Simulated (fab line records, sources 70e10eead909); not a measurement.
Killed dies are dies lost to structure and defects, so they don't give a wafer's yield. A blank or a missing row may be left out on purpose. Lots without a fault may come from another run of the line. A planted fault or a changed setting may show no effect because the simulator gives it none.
Which tool did it? | flow nand_harc | 12 lots, 36 wafers sampled, at 1 step of a route of 1302

WHAT THE GAUGES READ, wafer by wafer
NHARC_P_GATE_CD_MEAS_91: target cd 2000 nm.
lot  | measured     | on        | cd_nm (nm)
L075 | day 5 19:31  | cd_sem-02 | 2000.1 2002.5 1998.7
L077 | day 6 20:58  | cd_sem-02 | 2001.2 2000.9 2002.4
L079 | day 7 16:13  | cd_sem-03 | 1998.9 1997.2 1999.2
L081 | day 8 11:14  | cd_sem-02 | 2002.8 2001.6 2003.9
L083 | day 9 08:50  | cd_sem-01 | 1999.0 1997.0 1997.6
L085 | day 10 03:37 | cd_sem-02 | 2000.7 2002.1 2001.6
L087 | day 11 02:07 | cd_sem-02 | 2000.8 2001.8 2003.7
L089 | day 11 20:48 | cd_sem-03 | 2001.4 2000.9 2000.2
L091 | day 12 23:17 | cd_sem-02 | 1999.9 1998.2 2002.2
L093 | day 13 13:12 | cd_sem-03 | 1998.9 2001.9 2000.4
L095 | day 14 08:53 | cd_sem-03 | 2000.2 1999.0 2000.6
L097 | day 15 03:43 | cd_sem-01 | 2002.5 2001.5 2000.6

WHICH TOOL RAN EACH LOT (tool, then ch and the chambers of the sampled wafers, then the start)
The record holds no process step before these readings.

THE ANSWER, worked out from the rows above alone
Rule: what is usual is taken from the lots themselves. Put in order of their means at a reading, lots are off if they are a third of the lots or fewer, leave a main group of 4 or more, and stand apart from it by a gap of 3 or more times the standard deviation of the main group's means; of several such gaps the widest counts. A main group whose means are all the same, to the digits that the tables above print for the reading, isn't used. A lot without any number at a reading at which 4 lots or more have one is off too. The other lots that the step has rows for count as sound.
No lot is off at any reading shown: from this, nothing can be told.

WHAT THE SIMULATOR HAD PUT IN
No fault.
